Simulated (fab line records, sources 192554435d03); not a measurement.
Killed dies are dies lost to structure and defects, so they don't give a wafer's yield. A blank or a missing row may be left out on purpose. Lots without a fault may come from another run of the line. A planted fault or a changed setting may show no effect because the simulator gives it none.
fab line records | flow n5_finfet
record lots=5 wafers=15 last_day=17
route steps=1938 shown BEOL_M0@730 BEOL_M1@751
lots that met no fault: from a run of the same line without faults
start_h: hours from the record's first day to the start of the lot's first wafer shown | wait_h: hours since the lot's step before | " the same as in the row above | L1.1+2: a row that stands for several wafers | - no value, or no start given | * or withheld: withheld | < > ~ a bound
route shown NAME@n: a module of which the file shows steps, and the number in the route of the first | usual: mean/standard deviation of fault-free wafers | same: alike in all rows | chamber/n: place in a boat | sites: the reading at each site | _std_site: their standard deviation | _edge_site: outer sites' mean less inner sites' | radius_mm: how far each site lies from the wafer's centre | mask NAME#n: copy n | behind: the tool/chamber that last shaped the wafer | hold: why the lot was held/for how many hours/how that ended | device: the transistor (n, p or np) that didn't switch | end of line: the same wafers' tests at the end of the route | a step without rows: its recipe alone | killed: dies lost to structure and defects at the first sort, not the wafer's yield | map: a wafer's dies, x killed, . not, _ none there
set.NAME: the setting as run; set.NAME@STEP: as run at that earlier step | model.NAME: the simulator's own value behind a step, which no gauge read
lots at some steps of the route; a table a step, a row a wafer
services: from which hour (start_h, from the record's first day; less than 0 if before it) a tool's chamber was out of use, for how many hours, and why
## steps
# step N5_BEOL_M0_PRE_CLEAN_113
# recipe gas=H2/He time_s=30 temp_c=250
# usual heater_power_w=343/46
# columns lot.wafer tool chamber start_h wait_h heater_power_w
L075.2 pvd_sputter-02 - 147.08 0.0 309
L075.4 " - " " 278
L075.6 " - " " 401
L077.1 pvd_sputter-02 - 151.66 0.0 407
L077.5 " - " " 363
L077.6 " - " " 399
L080.3 pvd_sputter-01 - 153.00 0.0 439
L080.4 " - " " 354
L080.5 " - " " 310
L079.1 pvd_sputter-03 - 153.49 0.0 359
L079.2 " - " " 300
L079.5 " - " " 302
L097.3 pvd_sputter-01 - 257.10 0.0 361
L097.4 " - " " 340
L097.6 " - " " 306
# step N5_BEOL_M0_ALD_136
# recipe material=TaN target_thk_a=* temp_c=275 ald_precursor_family=PDMAT ald_co_reactant=NH3 pressure_torr=3 carrier_flow_sccm=1500 pulse_time_s=2 purge_time_s=3 co_reactant_purge_time_s=2 co_reactant_pulse_time_s=3 ald_cycles=30 precursor_vessel_temp_c=75 precursor_vessel_pressure_torr=26.25 precursor_vessel_carrier_sccm=1000
# usual heater_power_w=443/58
# columns lot.wafer tool chamber start_h wait_h heater_power_w
L075.2 ald_metal-02 2 147.19 0.1 410
L075.4 " 0 " " 490
L075.6 " 1 " " 538
L077.1 ald_metal-02 3 151.72 0.0 378
L077.5 " 3 " " 392
L077.6 " 0 " " 498
L080.3 ald_metal-02 3 153.07 0.0 382
L080.4 " 2 " " 411
L080.5 " 3 " " 392
L079.1 ald_metal-02 0 153.55 0.0 505
L079.2 " 3 " " 382
L079.5 " 0 " " 500
L097.3 ald_metal-04 3 257.39 0.3 429
L097.4 " 2 " " 460
L097.6 " 1 " " 433
# step N5_BEOL_M0_SURFACE_TREAT_137
# recipe gas=Ar time_s=* ion_energy_ev=* ion_current_ma_cm2=0.5 pressure_mtorr=* ar_flow_sccm=30
# usual pressure_mtorr=* throttle_valve_pct=*
# columns lot.wafer tool chamber start_h wait_h pressure_mtorr throttle_valve_pct
L075.2 pvd_sputter-02 - 147.64 0.4 * *
L075.4 " - " " * *
L075.6 " - " " * *
L077.1 pvd_sputter-02 - 152.22 0.4 * *
L077.5 " - " " * *
L077.6 " - " " * *
L080.3 pvd_sputter-03 - 153.37 0.2 * *
L080.4 " - " " * *
L080.5 " - " " * *
L079.1 pvd_sputter-03 - 153.83 0.2 * *
L079.2 " - " " * *
L079.5 " - " " * *
L097.3 pvd_sputter-03 - 257.82 0.3 * *
L097.4 " - " " * *
L097.6 " - " " * *
# step N5_BEOL_M0_CVD_115
# recipe material=Co target_thk_a=* temp_c=withheld precursor=CCTBA/H2 pressure_torr=30 time_s=120
# columns lot.wafer tool chamber start_h wait_h
L075.2+4+6 cvd_co-01 1,0,2 147.70 0.0
L077.1+5+6 cvd_co-02 2,2,0 152.41 0.2
L080.3+4+5 cvd_co-02 0,2,0 153.43 0.0
L079.1+2+5 cvd_co-02 1,2,0 153.96 0.1
L097.3+4+6 cvd_co-02 2,1,0 258.10 0.3
# step N5_BEOL_M0_SPUTTER_116
# recipe material=Cu target_thk_a=40 temp_c=-20 chamber_pressure_pa=0.07 power_w=withheld time_s=7.37
# usual throttle_valve_pct=30.2/0.92
# columns lot.wafer tool chamber start_h wait_h throttle_valve_pct
L075.2 pvd_sputter-02 - 147.88 0.1 29.2
L075.4 " - " " 29.8
L075.6 " - " " 30.7
L077.1 pvd_sputter-03 - 152.51 0.1 30.9
L077.5 " - " " 30.6
L077.6 " - " " 30.7
L080.3 pvd_sputter-01 - 153.54 0.1 30.3
L080.4 " - " " 29.6
L080.5 " - " " 28.2
L079.1 pvd_sputter-01 - 154.11 0.1 30.2
L079.2 " - " " 29.6
L079.5 " - " " 30.2
L097.3 pvd_sputter-02 - 258.97 0.8 29.4
L097.4 " - " " 29.8
L097.6 " - " " 29.5
# step N5_BEOL_M0_ANNEAL_117
# recipe temp_c=400 time_s=60 ambient=vacuum
# usual heater_power_w=852/120
# columns lot.wafer tool chamber start_h wait_h heater_power_w
L075.2 pvd_sputter-02 - 147.96 0.0 748
L075.4 " - " " 692
L075.6 " - " " 1023
L077.1 pvd_sputter-03 - 152.59 0.0 739
L077.5 " - " " 880
L077.6 " - " " 745
L080.3 pvd_sputter-01 - 153.62 0.0 1122
L080.4 " - " " 882
L080.5 " - " " 769
L079.1 pvd_sputter-01 - 154.19 0.0 1089
L079.2 " - " " 841
L079.5 " - " " 1109
L097.3 pvd_sputter-02 - 259.05 0.0 747
L097.4 " - " " 911
L097.6 " - " " 709
# step N5_BEOL_M0_SPUTTER_132
# recipe material=Cu target_thk_a=40 temp_c=-20 chamber_pressure_pa=0.07 power_w=withheld time_s=7.37
# usual throttle_valve_pct=30.2/0.89
# columns lot.wafer tool chamber start_h wait_h throttle_valve_pct
L075.2 pvd_sputter-02 - 148.00 0.0 29.6
L075.4 " - " " 29.7
L075.6 " - " " 31.0
L077.1 pvd_sputter-03 - 152.63 0.0 30.8
L077.5 " - " " 30.6
L077.6 " - " " 30.8
L080.3 pvd_sputter-01 - 153.66 0.0 30.3
L080.4 " - " " 29.4
L080.5 " - " " 28.4
L079.1 pvd_sputter-01 - 154.23 0.0 30.3
L079.2 " - " " 29.5
L079.5 " - " " 30.2
L097.3 pvd_sputter-02 - 259.09 0.0 29.6
L097.4 " - " " 29.7
L097.6 " - " " 29.6
# step N5_BEOL_M0_ANNEAL_133
# recipe temp_c=400 time_s=60 ambient=vacuum
# usual heater_power_w=852/120
# columns lot.wafer tool chamber start_h wait_h heater_power_w
L075.2 pvd_sputter-02 - 148.08 0.0 783
L075.4 " - " " 685
L075.6 " - " " 980
L077.1 pvd_sputter-03 - 152.71 0.0 739
L077.5 " - " " 910
L077.6 " - " " 757
L080.3 pvd_sputter-01 - 153.74 0.0 1118
L080.4 " - " " 869
L080.5 " - " " 761
L079.1 pvd_sputter-01 - 154.31 0.0 1150
L079.2 " - " " 861
L079.5 " - " " 1100
L097.3 pvd_sputter-02 - 259.17 0.0 771
L097.4 " - " " 932
L097.6 " - " " 710
# step N5_BEOL_M0_SPUTTER_134
# recipe material=Cu target_thk_a=40 temp_c=-20 chamber_pressure_pa=0.07 power_w=withheld time_s=7.37
# usual throttle_valve_pct=30.2/0.88
# columns lot.wafer tool chamber start_h wait_h throttle_valve_pct
L075.2 pvd_sputter-02 - 148.12 0.0 29.5
L075.4 " - " " 29.7
L075.6 " - " " 31.0
L077.1 pvd_sputter-03 - 152.75 0.0 30.8
L077.5 " - " " 30.5
L077.6 " - " " 31.2
L080.3 pvd_sputter-01 - 153.78 0.0 30.2
L080.4 " - " " 29.4
L080.5 " - " " 28.7
L079.1 pvd_sputter-01 - 154.35 0.0 30.2
L079.2 " - " " 29.7
L079.5 " - " " 30.4
L097.3 pvd_sputter-02 - 259.21 0.0 29.8
L097.4 " - " " 29.9
L097.6 " - " " 29.7
# step N5_BEOL_M0_ANNEAL_135
# recipe temp_c=400 time_s=60 ambient=vacuum
# usual heater_power_w=853/120
# columns lot.wafer tool chamber start_h wait_h heater_power_w
L075.2 pvd_sputter-02 - 148.20 0.0 783
L075.4 " - " " 696
L075.6 " - " " 1000
L077.1 pvd_sputter-03 - 152.83 0.0 769
L077.5 " - " " 890
L077.6 " - " " 751
L080.3 pvd_sputter-01 - 153.86 0.0 1117
L080.4 " - " " 879
L080.5 " - " " 766
L079.1 pvd_sputter-01 - 154.43 0.0 1125
L079.2 " - " " 847
L079.5 " - " " 1132
L097.3 pvd_sputter-02 - 259.29 0.0 749
L097.4 " - " " 884
L097.6 " - " " 700
# step N5_BEOL_M0_SPUTTER_141
# recipe material=Cu target_thk_a=40 temp_c=-20 chamber_pressure_pa=0.07 power_w=withheld time_s=7.37
# usual throttle_valve_pct=30.2/0.9
# columns lot.wafer tool chamber start_h wait_h throttle_valve_pct
L075.2 pvd_sputter-02 - 148.24 0.0 29.6
L075.4 " - " " 29.7
L075.6 " - " " 30.7
L077.1 pvd_sputter-03 - 152.87 0.0 30.8
L077.5 " - " " 30.8
L077.6 " - " " 30.8
L080.3 pvd_sputter-01 - 153.90 0.0 30.3
L080.4 " - " " 29.6
L080.5 " - " " 28.5
L079.1 pvd_sputter-01 - 154.47 0.0 30.2
L079.2 " - " " 29.4
L079.5 " - " " 30.3
L097.3 pvd_sputter-02 - 259.33 0.0 29.4
L097.4 " - " " 29.5
L097.6 " - " " 29.7
# step N5_BEOL_M0_ECD_118
# recipe material=Cu target_thk_a=3000
# columns lot.wafer tool chamber start_h wait_h
L075.2+4+6 ecd_cu-01 1,0,0 148.36 0.1
L077.1+5+6 ecd_cu-01 1,0,1 152.99 0.1
L080.3+4+5 ecd_cu-01 1,0,1 154.04 0.1
L079.1+2+5 ecd_cu-01 0,1,0 154.59 0.1
L097.3+4+6 ecd_cu-01 1,0,1 259.46 0.1
# step N5_BEOL_M0_ANNEAL_119
# recipe temp_c=225 time_s=90 ambient=N2
# usual wafer_temp_C_max=226.0/0.34
# columns lot.wafer tool chamber start_h wait_h wafer_temp_C_max
L075.2 rtp_anneal-01 0 148.49 0.1 225.5
L075.4 " 0 " " 226.4
L075.6 " 0 " " 225.8
L077.1 rtp_anneal-01 0 153.18 0.2 225.9
L077.5 " 0 " " 226.1
L077.6 " 0 " " 225.5
L080.3 rtp_anneal-01 0 154.39 0.3 225.5
L080.4 " 0 " " 226.0
L080.5 " 0 " " 225.9
L079.1 rtp_anneal-01 0 154.66 0.1 226.1
L079.2 " 0 " " 225.8
L079.5 " 0 " " 226.0
L097.3 rtp_anneal-02 0 259.90 0.4 226.6
L097.4 " 0 " " 226.6
L097.6 " 0 " " 226.3
# step N5_BEOL_M0_CMP_120
# recipe stop_on=SiOC t_overpolish_s=6.9 down_force_psi=1 platen_rpm=50 clearing_platen_down_force_psi=1.5 clearing_platen_rpm=50 post_cmp_clean=cu_alkaline clearing_platen_pad_velocity_m_s=0.99484 pad_velocity_m_s=0.99484
# usual barrier_field_endpoint_s=3.70/0.16 motor_current_A=6.1/0.45 overpolish_run_s=6.899/0.0085 time_to_endpoint_s=63/3.6
# columns lot.wafer tool chamber start_h wait_h barrier_field_endpoint_s motor_current_A overpolish_run_s time_to_endpoint_s
L075.2 cmp-01 2 148.74 0.2 3.63 6.4 6.904 63
L075.4 " 1 " " 3.58 6.7 6.896 65
L075.6 " 2 " " 3.67 6.5 6.895 62
L077.1 cmp-04 0 153.52 0.3 3.79 5.9 6.901 61
L077.5 " 0 " " 3.81 6.2 6.900 61
L077.6 " 1 " " 3.62 5.9 6.896 61
L080.4 cmp-02 3 154.65 0.2 3.76 5.4 6.915 70
L080.3 " 1 " " 3.55 7.0 6.894 70
L080.5 " 3 " " 3.74 5.3 6.899 69
L079.2 cmp-04 2 154.96 0.2 3.50 5.9 6.908 61
L079.1 " 0 " " 3.35 6.0 6.902 59
L079.5 " 3 " " 3.55 6.4 6.892 57
L097.3 cmp-04 1 260.16 0.2 3.86 6.0 6.915 66
L097.4 " 3 " " 3.53 6.5 6.908 59
L097.6 " 0 " " 3.80 5.8 6.891 61
# step N5_BEOL_M0_PRE_CLEAN_131
# recipe gas=NH3/H2 time_s=15 temp_c=* rf_power_w=300
# usual heater_power_w=98/9.4
# columns lot.wafer tool chamber start_h wait_h heater_power_w
L075.2 cvd_co-02 1 149.07 0.0 97
L075.4 " 0 " " 90
L075.6 " 2 " " 96
L077.1 cvd_co-02 1 153.85 0.0 99
L077.5 " 0 " " 89
L077.6 " 2 " " 96
L080.3 cvd_co-02 0 154.94 0.0 88
L080.4 " 1 " " 97
L080.5 " 2 " " 97
L079.1 cvd_co-02 2 155.41 0.2 98
L079.2 " 0 " " 85
L079.5 " 0 " " 90
L097.3 cvd_co-01 0 260.48 0.1 120
L097.4 " 2 " " 96
L097.6 " 1 " " 92
# step N5_BEOL_M0_CO_CAP_123
# recipe material=Co target_thk_a=20 temp_c=200 precursor=CCTBA/H2 pressure_torr=30 time_s=102.1
# usual heater_power_w=253/12
# columns lot.wafer tool chamber start_h wait_h heater_power_w
L075.2 cvd_co-02 1 149.11 0.0 250
L075.4 " 0 " " 241
L075.6 " 2 " " 246
L077.1 cvd_co-02 1 153.89 0.0 259
L077.5 " 0 " " 239
L077.6 " 2 " " 255
L080.3 cvd_co-02 0 154.98 0.0 245
L080.4 " 1 " " 247
L080.5 " 2 " " 250
L079.1 cvd_co-02 2 155.45 0.0 254
L079.2 " 0 " " 242
L079.5 " 0 " " 242
L097.3 cvd_co-01 0 260.52 0.0 275
L097.4 " 2 " " 245
L097.6 " 1 " " 243
# step N5_BEOL_M0_PRE_CLEAN_124
# recipe gas=NH3 time_s=15 temp_c=withheld rf_power_w=300
# columns lot.wafer tool chamber start_h wait_h
L075.2+4+6 pecvd-03 2,1,2 149.21 0.1
L077.1+5+6 pecvd-03 1,1,0 153.98 0.1
L080.3+4+5 pecvd-02 2,0,1 155.07 0.1
L079.1+2+5 pecvd-01 1,2,0 155.54 0.1
L097.3+4+6 pecvd-02 2,0,1 260.61 0.1
# step N5_BEOL_M0_DEP_125
# recipe material=SiCN target_thk_a=80 temp_c=withheld precursor=3MS/NH3 pressure_torr=3 rf_w=202 time_s=14
# usual showerhead_plenum_p_Torr=3.670/0.011 throttle_valve_pct=8.7/0.44
# columns lot.wafer tool chamber start_h wait_h showerhead_plenum_p_Torr throttle_valve_pct
L075.2 pecvd-03 2 149.23 0.0 3.683 7.8
L075.4 " 1 " " 3.677 9.2
L075.6 " 2 " " 3.668 7.7
L077.1 pecvd-03 1 154.01 0.0 3.675 9.0
L077.5 " 1 " " 3.668 9.1
L077.6 " 0 " " 3.683 8.6
L080.3 pecvd-02 2 155.10 0.0 3.695 7.9
L080.4 " 0 " " 3.683 8.9
L080.5 " 1 " " 3.662 8.8
L079.1 pecvd-01 1 155.57 0.0 3.682 8.6
L079.2 " 2 " " 3.665 8.8
L079.5 " 0 " " 3.644 9.1
L097.3 pecvd-02 2 260.64 0.0 3.678 8.1
L097.4 " 0 " " 3.680 9.0
L097.6 " 1 " " 3.655 9.1
# step N5_BEOL_M0_RS_MEAS_126
# recipe thk_meas_gauge=four-point-probe reads=Co_of_BEOL_M0_CO_CAP_123+Cu_of_BEOL_M0_ECD_118+Co_of_BEOL_M0_CVD_115+TaN_of_BEOL_M0_ALD_136
# usual M0_RS=0.532/0.017
# columns lot.wafer tool chamber start_h wait_h M0_RS[ohm/sq]
L075.2 film_metro-02 - 149.30 0.1 0.527
L075.4 " - " " 0.498
L075.6 " - " " 0.514
L077.1 film_metro-02 - 154.07 0.0 0.554
L077.5 " - " " 0.525
L077.6 " - " " 0.524
L080.3 film_metro-01 - 155.17 0.1 0.529
L080.4 " - " " 0.489
L080.5 " - " " 0.506
L079.1 film_metro-02 - 155.64 0.0 0.545
L079.2 " - " " 0.571
L079.5 " - " " 0.555
L097.3 film_metro-02 - 260.72 0.1 0.529
L097.4 " - " " 0.541
L097.6 " - " " 0.525
# step N5_BEOL_M0_INSPECT_127
# recipe inspect_instrument=darkfield mode=post_dep
# usual raw_defect_count=78/30
# columns lot.wafer tool chamber start_h wait_h raw_defect_count
L075.2 defect_inspect-01 - 149.32 0.0 77
L075.4 " - " " 86
L075.6 " - " " 76
L077.1 defect_inspect-01 - 154.10 0.0 58
L077.5 " - " " 32
L077.6 " - " " 42
L080.3 defect_inspect-01 - 155.19 0.0 54
L080.4 " - " " 75
L080.5 " - " " 74
L079.1 defect_inspect-01 - 155.66 0.0 42
L079.2 " - " " 42
L079.5 " - " " 77
L097.3 defect_inspect-02 - 260.74 0.0 66
L097.4 " - " " 55
L097.6 " - " " 60
# step N5_BEOL_M1_ILD_DEP_00
# recipe material=SiOC target_thk_a=790 temp_c=350 precursor=DEMS/O2 pressure_torr=5 rf_w=500 time_s=15.3
# usual heater_power_w=510/88 showerhead_plenum_p_Torr=5.704/0.013 throttle_valve_pct=11.8/0.83
# columns lot.wafer tool chamber start_h wait_h heater_power_w showerhead_plenum_p_Torr throttle_valve_pct
L075.2 pecvd-03 2 149.36 0.0 466 5.713 10.1
L075.4 " 1 " " 650 5.702 12.0
L075.6 " 2 " " 456 5.713 10.5
L077.1 pecvd-02 0 154.13 0.0 429 5.701 11.7
L077.5 " 1 " " 340 5.674 12.0
L077.6 " 0 " " 440 5.706 11.5
L080.3 pecvd-04 1 155.23 0.0 512 5.711 13.2
L080.4 " 2 " " 512 5.707 11.7
L080.5 " 1 " " 529 5.696 13.3
L079.1 pecvd-04 2 155.70 0.0 463 5.686 11.5
L079.2 " 1 " " 450 5.715 13.3
L079.5 " 0 " " 411 5.715 12.6
L097.3 pecvd-04 1 260.78 0.0 497 5.703 13.5
L097.4 " 1 " " 496 5.724 13.3
L097.6 " 2 " " 572 5.680 12.0
# step N5_BEOL_M1_THK_MEAS_01
# recipe reads=SiOC_of_BEOL_M1_ILD_DEP_00
# usual M1_ILD_THK=79.0/1.2
# columns lot.wafer tool chamber start_h wait_h M1_ILD_THK[nm]
L075.2 film_metro-02 - 149.43 0.1 78.1
L075.4 " - " " 80.9
L075.6 " - " " 79.4
L077.1 film_metro-01 - 154.20 0.0 80.4
L077.5 " - " " 81.5
L077.6 " - " " 80.6
L080.3 film_metro-01 - 155.30 0.1 78.8
L080.4 " - " " 77.9
L080.5 " - " " 79.1
L079.1 film_metro-02 - 155.77 0.0 76.2
L079.2 " - " " 78.3
L079.5 " - " " 78.5
L097.3 film_metro-01 - 260.85 0.1 79.2
L097.4 " - " " 79.0
L097.6 " - " " 77.3
# step N5_BEOL_M1_PECVD_72
# recipe material=SiO2 target_thk_a=160 temp_c=400 precursor=TEOS/O2 pressure_torr=5.5 rf_w=450 teos_flow_sccm=53.8 gas=O2 flow_sccm=3000 time_s=18
# usual heater_power_w=740/110 showerhead_plenum_p_Torr=8.83/0.042 throttle_valve_pct=21.8/1.4
# columns lot.wafer tool chamber start_h wait_h heater_power_w showerhead_plenum_p_Torr throttle_valve_pct
L075.2 pecvd-02 2 149.46 0.0 727 8.83 19.9
L075.4 " 1 " " 601 8.73 22.0
L075.6 " 0 " " 685 8.85 21.8
L077.1 pecvd-03 1 154.24 0.0 897 8.86 22.6
L077.5 " 1 " " 875 8.84 22.5
L077.6 " 0 " " 905 8.83 21.7
L080.3 pecvd-03 1 155.33 0.0 934 8.83 22.5
L080.4 " 1 " " 924 8.84 22.5
L080.5 " 2 " " 740 8.82 19.3
L079.1 pecvd-02 2 155.80 0.0 682 8.84 20.1
L079.2 " 1 " " 612 8.72 22.3
L079.5 " 0 " " 778 8.88 21.6
L097.3 pecvd-02 1 260.88 0.0 521 8.74 22.0
L097.4 " 0 " " 749 8.86 21.9
L097.6 " 1 " " 532 8.76 22.1
# step N5_BEOL_M1_HM_DEP_02
# recipe material=TiN target_thk_a=200 temp_c=25 chamber_pressure_pa=0.49996
# usual throttle_valve_pct=30.1/0.88
# columns lot.wafer tool chamber start_h wait_h throttle_valve_pct
L075.2 pvd_sputter-02 - 151.00 1.5 29.9
L075.4 " - " " 29.7
L075.6 " - " " 29.5
L077.1 pvd_sputter-03 - 154.73 0.5 30.8
L077.5 " - " " 30.8
L077.6 " - " " 32.3
L080.3 pvd_sputter-01 - 159.21 3.9 30.0
L080.4 " - " " 29.6
L080.5 " - " " 30.1
L079.1 pvd_sputter-01 - 159.51 3.7 29.5
L079.2 " - " " 28.5
L079.5 " - " " 29.6
L097.3 pvd_sputter-02 - 262.89 2.0 29.7
L097.4 " - " " 29.9
L097.6 " - " " 30.0
# step N5_BEOL_M1_COAT_61
# recipe resist=SOC temp_c=250 time_s=60 spin_rpm=1500 resist_thk_nm=60
# usual spin_speed_rpm=1500.0/1.2
# columns lot.wafer tool chamber start_h wait_h spin_speed_rpm
L075.2 litho_track-04 0 151.13 0.1 1501.0
L075.4 " 0 " " 1499.7
L075.6 " 0 " " 1499.3
L077.1 litho_track-04 0 154.86 0.1 1501.2
L077.5 " 0 " " 1502.0
L077.6 " 0 " " 1501.3
L080.3 litho_track-05 0 159.34 0.1 1501.1
L080.4 " 0 " " 1499.8
L080.5 " 0 " " 1501.4
L079.1 litho_track-05 0 159.64 0.1 1500.6
L079.2 " 0 " " 1500.5
L079.5 " 0 " " 1499.5
L097.3 litho_track-04 0 263.01 0.1 1500.6
L097.4 " 0 " " 1499.2
L097.6 " 0 " " 1499.2
# step N5_BEOL_M1_COAT_62
# recipe resist=SiARC temp_c=220 time_s=60 spin_rpm=1500 resist_thk_nm=12
# usual spin_speed_rpm=1500.1/1.2
# columns lot.wafer tool chamber start_h wait_h spin_speed_rpm
L075.2 litho_track-04 0 - - 1499.6
L075.4 " 0 " " 1499.8
L075.6 " 0 " " 1499.0
L077.1 litho_track-04 0 - - 1499.5
L077.5 " 0 " " 1500.6
L077.6 " 0 " " 1499.2
L080.3 litho_track-05 0 - - 1500.3
L080.4 " 0 " " 1498.4
L080.5 " 0 " " 1499.3
L079.1 litho_track-05 0 - - 1502.4
L079.2 " 0 " " 1499.4
L079.5 " 0 " " 1504.0
L097.3 litho_track-04 0 - - 1500.4
L097.4 " 0 " " 1500.7
L097.6 " 0 " " 1502.5
# step N5_BEOL_M1_COAT_73
# recipe resist=underlayer temp_c=205 time_s=60 spin_rpm=1500 resist_thk_nm=5
# usual spin_speed_rpm=1500.1/1.3
# columns lot.wafer tool chamber start_h wait_h spin_speed_rpm
L075.2 litho_track-04 0 - - 1498.1
L075.4 " 0 " " 1500.8
L075.6 " 0 " " 1499.8
L077.1 litho_track-04 0 - - 1502.3
L077.5 " 0 " " 1501.6
L077.6 " 0 " " 1502.8
L080.3 litho_track-05 0 - - 1498.9
L080.4 " 0 " " 1498.0
L080.5 " 0 " " 1499.2
L079.1 litho_track-05 0 - - 1500.5
L079.2 " 0 " " 1500.3
L079.5 " 0 " " 1500.8
L097.3 litho_track-04 0 - - 1501.2
L097.4 " 0 " " 1500.3
L097.6 " 0 " " 1501.9
# step N5_BEOL_M1_COAT_05
# recipe resist=CAR-EUV spin_rpm=1500 resist_thk_nm=30
# usual spin_speed_rpm=1500.1/1.2
# columns lot.wafer tool chamber start_h wait_h spin_speed_rpm
L075.2 litho_track-04 0 - - 1498.5
L075.4 " 0 " " 1499.1
L075.6 " 0 " " 1500.9
L077.1 litho_track-04 0 - - 1499.5
L077.5 " 0 " " 1501.1
L077.6 " 0 " " 1500.5
L080.3 litho_track-05 0 - - 1500.4
L080.4 " 0 " " 1500.0
L080.5 " 0 " " 1500.9
L079.1 litho_track-05 0 - - 1499.6
L079.2 " 0 " " 1498.9
L079.5 " 0 " " 1498.0
L097.3 litho_track-04 0 - - 1499.1
L097.4 " 0 " " 1502.9
L097.6 " 0 " " 1501.4
# step N5_BEOL_M1_EBR_07
# recipe solvent=PGMEA ebr_width_mm=1.5
# columns lot.wafer tool chamber start_h wait_h
L075.2+4+6 litho_track-04 0 - -
L077.1+5+6 litho_track-04 0 - -
L080.3+4+5 litho_track-05 0 - -
L079.1+2+5 litho_track-05 0 - -
L097.3+4+6 litho_track-04 0 - -
# step N5_BEOL_M1_SOFTBAKE_06
# recipe temp_c=110 time_s=60 resist=CAR-EUV
# columns lot.wafer tool chamber start_h wait_h
L075.2+4+6 litho_track-04 0 - -
L077.1+5+6 litho_track-04 0 - -
L080.3+4+5 litho_track-05 0 - -
L079.1+2+5 litho_track-05 0 - -
L097.3+4+6 litho_track-04 0 - -
# step N5_BEOL_M1_EXPOSE_08
# recipe mask_id=M1 na=0.33 source_shape=dipole sigma_inner=0.369 sigma_outer=0.767 polarization=unpolarized dose_mj=33
# usual exposure_dose_mJ_cm2=32.90/0.04
# columns lot.wafer tool chamber start_h wait_h mask exposure_dose_mJ_cm2
L075.2 euv_scanner-02 0 151.40 - M1#0 32.90
L075.4 " 0 " " M1#0 32.94
L075.6 " 0 " " M1#0 32.94
L077.1 euv_scanner-01 0 154.99 - M1#0 32.93
L077.5 " 0 " " M1#0 32.88
L077.6 " 0 " " M1#0 32.89
L080.3 euv_scanner-01 0 159.49 - M1#0 32.90
L080.4 " 0 " " M1#0 32.92
L080.5 " 0 " " M1#0 32.91
L079.1 euv_scanner-01 0 159.77 - M1#0 32.83
L079.2 " 0 " " M1#0 32.93
L079.5 " 0 " " M1#0 32.92
L097.3 euv_scanner-01 0 263.29 - M1#0 32.87
L097.4 " 0 " " M1#0 32.85
L097.6 " 0 " " M1#0 32.89
# step N5_BEOL_M1_PEB_09
# recipe peb_temp_c=100 peb_time_s=60 resist=CAR-EUV
# columns lot.wafer tool chamber start_h wait_h
L075.2+4+6 litho_track-04 0 151.45 0.0
L077.1+5+6 litho_track-01 0 155.05 0.1
L080.3+4+5 litho_track-04 0 159.53 0.0
L079.1+2+5 litho_track-01 0 159.83 0.1
L097.3+4+6 litho_track-01 0 263.34 0.0
# step N5_BEOL_M1_DEVELOP_10
# recipe develop_time_s=30 developer=TMAH resist=CAR-EUV rinse_liquid=surfactant_rinse dry=air_spin dev_temp_c=23
# columns lot.wafer tool chamber start_h wait_h
L075.2+4+6 litho_track-04 0 - -
L077.1+5+6 litho_track-01 0 - -
L080.3+4+5 litho_track-04 0 - -
L079.1+2+5 litho_track-01 0 - -
L097.3+4+6 litho_track-01 0 - -
# step N5_BEOL_M1_CD_MEAS_11
# recipe target_cd_nm=17.05 landing_energy_ev=500 detector=se_inlens polarity=opening
# usual cd_nm=17.07/0.26
# columns lot.wafer tool chamber start_h wait_h cd_nm
L075.2 cd_sem-01 0 151.52 - 17.13
L075.4 " 0 " " 17.17
L075.6 " 0 " " 17.30
L077.1 cd_sem-01 0 155.12 - 17.53
L077.5 " 0 " " 17.54
L077.6 " 0 " " 17.27
L080.3 cd_sem-03 0 159.60 - 16.92
L080.4 " 0 " " 17.06
L080.5 " 0 " " 17.51
L079.1 cd_sem-01 0 159.90 - 17.05
L079.2 " 0 " " 17.29
L079.5 " 0 " " 17.10
L097.3 cd_sem-01 0 263.40 - 17.34
L097.4 " 0 " " 17.11
L097.6 " 0 " " 17.15
# step N5_BEOL_M1_OVL_MEAS_12
# recipe points_per_wafer=522
# usual M1_OVL=-0.2/0.74
# columns lot.wafer tool chamber start_h wait_h M1_OVL[nm]
L075.2 overlay-02 0 151.55 0.0 1.0
L075.4 " 0 " " 0.2
L075.6 " 0 " " 1.4
L077.1 overlay-02 0 155.15 0.0 -0.7
L077.5 " 0 " " -0.5
L077.6 " 0 " " -0.4
L080.3 overlay-02 0 159.64 0.0 -0.2
L080.4 " 0 " " -0.5
L080.5 " 0 " " 0.3
L079.1 overlay-01 0 159.93 0.0 0.4
L079.2 " 0 " " -0.4
L079.5 " 0 " " 0.4
L097.3 overlay-02 0 263.44 0.0 -1.1
L097.4 " 0 " " -1.8
L097.6 " 0 " " -0.8
# step N5_BEOL_M1_INSPECT_13
# recipe mode=adi inspect_instrument=brightfield
# usual raw_defect_count=418/90
# columns lot.wafer tool chamber start_h wait_h raw_defect_count
L075.2 defect_inspect-02 - 151.61 0.0 415
L075.4 " - " " 362
L075.6 " - " " 318
L077.1 defect_inspect-02 - 155.21 0.1 297
L077.5 " - " " 310
L077.6 " - " " 296
L080.3 defect_inspect-01 - 159.69 0.0 359
L080.4 " - " " 363
L080.5 " - " " 300
L079.1 defect_inspect-01 - 159.99 0.1 303
L079.2 " - " " 386
L079.5 " - " " 422
L097.3 defect_inspect-01 - 263.50 0.1 422
L097.4 " - " " 369
L097.6 " - " " 404
## services
# columns tool chamber start_h hours kind
cmp-01 - 124.82 5.8 repair
pvd_sputter-01 - 128.15 7.3 repair
euv_scanner-01 - 129.76 1.0 pm
euv_scanner-02 - 131.52 1.0 pm
pvd_sputter-01 - 138.01 14.9 repair
ecd_cu-01 - 140.84 1.5 repair
cvd_co-01 - 149.56 6.8 repair
pvd_sputter-02 - 152.82 8.3 repair
pecvd-03 - 158.00 6.0 pm
cvd_co-02 2 162.97 6.2 repair
euv_scanner-01 - 185.91 1.0 pm
cvd_co-01 - 193.17 1.1 repair
pecvd-01 0 196.20 4.1 repair
euv_scanner-01 - 198.37 0.8 repair
cmp-04 - 212.82 0.3 repair
pecvd-03 - 225.44 0.3 repair
pecvd-04 1 225.77 26.1 repair
cmp-04 - 227.49 4.0 pm
euv_scanner-01 - 242.06 1.0 pm
euv_scanner-01 - 252.43 4.6 pm
pecvd-02 - 256.38 0.4 repair
euv_scanner-01 - 258.80 0.1 repair
cvd_co-02 1 261.07 15.9 repair
pecvd-01 - 262.33 14.6 pm
## key
fault none
